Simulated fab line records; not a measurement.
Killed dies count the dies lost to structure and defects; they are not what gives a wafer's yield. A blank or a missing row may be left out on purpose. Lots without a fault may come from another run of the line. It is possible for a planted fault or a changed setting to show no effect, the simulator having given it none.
Which tool did it? ; flow nand-harc ; 14 lots, 42 wafers sampled, at 4 steps of a route of 1302

## WHAT EACH GAUGE READ, for each wafer
NHARC_THIN_TSV_CD_MEAS_12 targets a cd of 1000 nm.
lot;measured;on;cd-nm (nm)
L690;day 23 19:58;cd-sem-03;999.4 998.9 1001.0
L689;day 24 08:28;cd-sem-02;995.1 995.3 1000.1
L691;day 24 19:02;cd-sem-02;999.3 996.9 997.4
L695;day 26 16:12;cd-sem-02;1002.8 1003.9 1000.0
L694;day 27 01:38;cd-sem-02;1002.7 999.3 1000.9
L696;day 27 08:50;cd-sem-03;998.9 1000.4 998.2
L697;day 27 13:14;cd-sem-01;999.7 1000.1 1000.3
L698;day 28 07:19;cd-sem-01;1001.2 1000.6 1001.7
L699;day 28 01:14;cd-sem-02;999.2 1001.5 1001.0
L702;day 29 18:53;cd-sem-03;1000.4 1002.7 1002.4
L701;day 30 01:24;cd-sem-01;1001.4 1001.4 1003.1
L706;day 30 19:37;cd-sem-01;995.4 996.1 996.5
L710;day 32 17:43;cd-sem-01;996.3 999.6 996.5
L711;day 32 19:10;cd-sem-02;1000.5 999.4 1000.0

NHARC_END_SORT_01.
lot;measured;on;defect-limited-yield (%);killed-at-array;killed-at-other;killed-at-periphery;killed-dies;killed-open;killed-short
L702;day 30 09:41;prober-01;79.0 87.6 82.3;36 45 20;0 0 0;106 39 100;142 84 120;5 4 4;2 4 2
L701;day 30 20:06;prober-02;84.3 79.8 76.8;58 36 52;1 0 2;47 101 103;106 137 157;4 4 2;2 1 1

## EACH LOT AND THE TOOL THAT RAN IT (in order: tool; ch and the chambers of the sampled wafers; start)
lot;NHARC_P_M2_PRE_CLEAN_32;NHARC_A_BONDPAD_PVD_27
L690;pecvd-03 ch 0,1,2, day 7 04:19;pvd-sputter-01, day 23 19:58 or earlier
L689;pecvd-01 ch 0,1,2, day 7 05:06;pvd-sputter-02, day 24 08:28 or earlier
L691;pecvd-03 ch 0,2, day 7 18:50;pvd-sputter-03, day 24 19:02 or earlier
L695;pecvd-01 ch 0,1, day 9 05:47;pvd-sputter-01, day 26 16:12 or earlier
L694;pecvd-01 ch 0,1,2, day 9 06:39;pvd-sputter-01, day 27 01:38 or earlier
L696;pecvd-04 ch 1,2, day 10 03:17;pvd-sputter-03, day 27 08:50 or earlier
L697;pecvd-04 ch 0,2, day 10 04:58;pvd-sputter-01, day 27 13:14 or earlier
L698;pecvd-01 ch 0,1,2, day 10 20:17;pvd-sputter-01, day 28 07:19 or earlier
L699;pecvd-01 ch 1,2, day 11 00:12;pvd-sputter-02, day 28 01:14 or earlier
L702;pecvd-01 ch 0,1,2, day 12 18:08;pvd-sputter-02, day 29 18:53 or earlier
L701;pecvd-01 ch 0,1,2, day 12 18:52;pvd-sputter-03, day 30 01:24 or earlier
L706;pecvd-03 ch 0,2, day 14 01:45;pvd-sputter-01, day 30 19:37 or earlier
L710;pecvd-01 ch 0,1,2, day 15 19:28;pvd-sputter-02, day 32 17:43 or earlier
L711;pecvd-03 ch 0,2, day 16 02:13;pvd-sputter-01, day 32 19:10 or earlier
- NHARC_P_M2_PRE_CLEAN_32: time 12 s.
- NHARC_A_BONDPAD_PVD_27: deposits Cu, target thk 30 nm, time 20.49 s.

## WHAT THE TOOLS THEMSELVES READ (means of the sampled wafers that have a number; where no wafer has one, the mark that the record gives instead)
NHARC_P_M2_PRE_CLEAN_32.
lot;tool;heater-power-w (W)
L690;pecvd-03;637
L689;pecvd-01;676
L691;pecvd-03;649
L695;pecvd-01;604
L694;pecvd-01;654
L696;pecvd-04;687
L697;pecvd-04;644
L698;pecvd-01;669
L699;pecvd-01;680
L702;pecvd-01;628
L701;pecvd-01;656
L706;pecvd-03;642
L710;pecvd-01;612
L711;pecvd-03;572

NHARC_A_BONDPAD_PVD_27.
lot;tool;cathode-dc-power-W (W);throttle-valve-pct (%)
L690;pvd-sputter-01;4999.8;29.9
L689;pvd-sputter-02;4999.8;29.6
L691;pvd-sputter-03;5000.1;29.7
L695;pvd-sputter-01;5001.3;28.5
L694;pvd-sputter-01;5000.8;28.5
L696;pvd-sputter-03;5000.9;28.6
L697;pvd-sputter-01;4999.0;28.2
L698;pvd-sputter-01;5000.1;27.5
L699;pvd-sputter-02;5000.0;29.5
L702;pvd-sputter-02;4998.8;30.3
L701;pvd-sputter-03;5000.0;31.4
L706;pvd-sputter-01;5001.0;28.3
L710;pvd-sputter-02;4999.6;29.7
L711;pvd-sputter-01;4999.9;28.6

## THE ANSWER, worked out from the rows above alone
Rule: what is usual is taken from the lots themselves. Put in order of their means at a reading, lots are off if they are a third of the lots or fewer, leave a main group of 4 or more, and stand apart from it by a gap of 3 or more times the standard deviation of the main group's means; of several such gaps the widest counts. If all means in a main group match to the digits the tables above print for the reading, that group is not used. Also off: a lot with no number at a reading for which 4 or more lots have one. The other lots that the step has rows for count as sound. The gauges are gone through in route order, then the tools' own readings, and for those a lot's mean is taken as printed above. The first step at which some lot is off is used, and at that step the reading that is off furthest; a lot without a number counts as furthest.
No lot is off at any reading shown: from this, nothing can be told.

## WHAT THE SIMULATOR HAD PUT IN
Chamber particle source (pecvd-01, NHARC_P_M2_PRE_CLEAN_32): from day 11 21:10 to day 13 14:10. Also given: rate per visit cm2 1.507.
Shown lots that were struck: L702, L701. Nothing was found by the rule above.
